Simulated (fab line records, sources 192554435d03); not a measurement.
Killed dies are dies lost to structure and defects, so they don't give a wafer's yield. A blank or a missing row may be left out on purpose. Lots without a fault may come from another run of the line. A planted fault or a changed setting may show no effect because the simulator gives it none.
Chamber matching | flow n5_finfet | N5_BEOL_M13_DESCUM_15 on rie_diel-01: 4 sister chambers
The step chemistry O2, time 7.9 s. 20 wafers are shown with their chamber, then 10 later ones without.

WAFERS WITH THEIR CHAMBER
wafer  | chamber | drypump_motor_current_A (A) | showerhead_plenum_p_Torr (Torr) | throttle_valve_pct (%)
L200.2 | 2       | 6.3                         | 2.08                            | 20.35
L200.4 | 2       | 6.3                         | 2.08                            | 20.33
L200.6 | 0       | 5.4                         | 1.93                            | 20.25
L202.2 | 2       | 6.3                         | 2.08                            | 20.36
L202.3 | 0       | 5.4                         | 1.93                            | 20.26
L202.4 | 0       | 5.4                         | 1.93                            | 20.24
L207.2 | 0       | 5.4                         | 1.92                            | 20.26
L207.4 | 2       | 6.3                         | 2.08                            | 20.37
L207.5 | 1       | 4.7                         | 2.15                            | 20.70
L209.2 | 1       | 4.7                         | 2.15                            | 20.71
L209.3 | 0       | 5.4                         | 1.92                            | 20.27
L209.4 | 3       | 5.7                         | 2.05                            | 20.06
L213.1 | 0       | 5.4                         | 1.92                            | 20.28
L213.2 | 3       | 5.7                         | 2.05                            | 20.07
L213.3 | 1       | 4.7                         | 2.14                            | 20.70
L215.2 | 1       | 4.7                         | 2.14                            | 20.72
L215.3 | 3       | 5.7                         | 2.05                            | 20.08
L215.5 | 1       | 4.7                         | 2.14                            | 20.71
L217.1 | 3       | 5.8                         | 2.05                            | 20.09
L217.2 | 2       | 6.3                         | 2.07                            | 20.39

SIGNATURES (means of the wafers above)
reading                  | chamber 0 | chamber 1 | chamber 2 | chamber 3 | scatter within a chamber
drypump_motor_current_A  | 5.400     | 4.700     | 6.300     | 5.725     | 0.0217
showerhead_plenum_p_Torr | 1.9250    | 2.1440    | 2.0780    | 2.0500    | 0.00468
throttle_valve_pct       | 20.2600   | 20.7080   | 20.3600   | 20.0750   | 0.0154
Rule: a wafer's distance from a chamber is the root of the sum, over the readings, of the square of ((its reading less the chamber's mean) divided by the reading's scatter). The wafer belongs to the nearest chamber; if the next one is less than 2 further off, it can't be placed. The scatter: the root of (the sum of the squares of (reading less its chamber's mean) over the shown wafers, divided by (wafers less chambers)).

WAFERS WITHOUT THEIR CHAMBER
wafer  | drypump_motor_current_A (A) | showerhead_plenum_p_Torr (Torr) | throttle_valve_pct (%)
L217.5 | 6.3                         | 2.07                            | 20.38
L216.2 | 5.4                         | 1.92                            | 20.30
L216.4 | 6.3                         | 2.07                            | 20.39
L216.6 | 6.3                         | 2.07                            | 20.38
L218.2 | 5.4                         | 1.92                            | 20.30
L218.3 | 5.7                         | 2.04                            | 20.08
L218.4 | 4.7                         | 2.14                            | 20.72
L220.1 | 6.3                         | 2.07                            | 20.40
L220.3 | 4.7                         | 2.14                            | 20.31
L220.5 | 5.7                         | 2.04                            | 20.11

WHICH CHAMBER EACH WENT THROUGH
wafer  | from the rows above | in truth
L217.5 | 2                   | 2
L216.2 | 0                   | 0
L216.4 | 2                   | 2
L216.6 | 2                   | 2
L218.2 | 0                   | 0
L218.3 | 3                   | 3
L218.4 | 1                   | 1
L220.1 | 2                   | 2
L220.3 | 1                   | 1
L220.5 | 3                   | 3
Placed correctly: 10 of 10. Can't be placed from these rows: 0. Placed wrongly: 0.
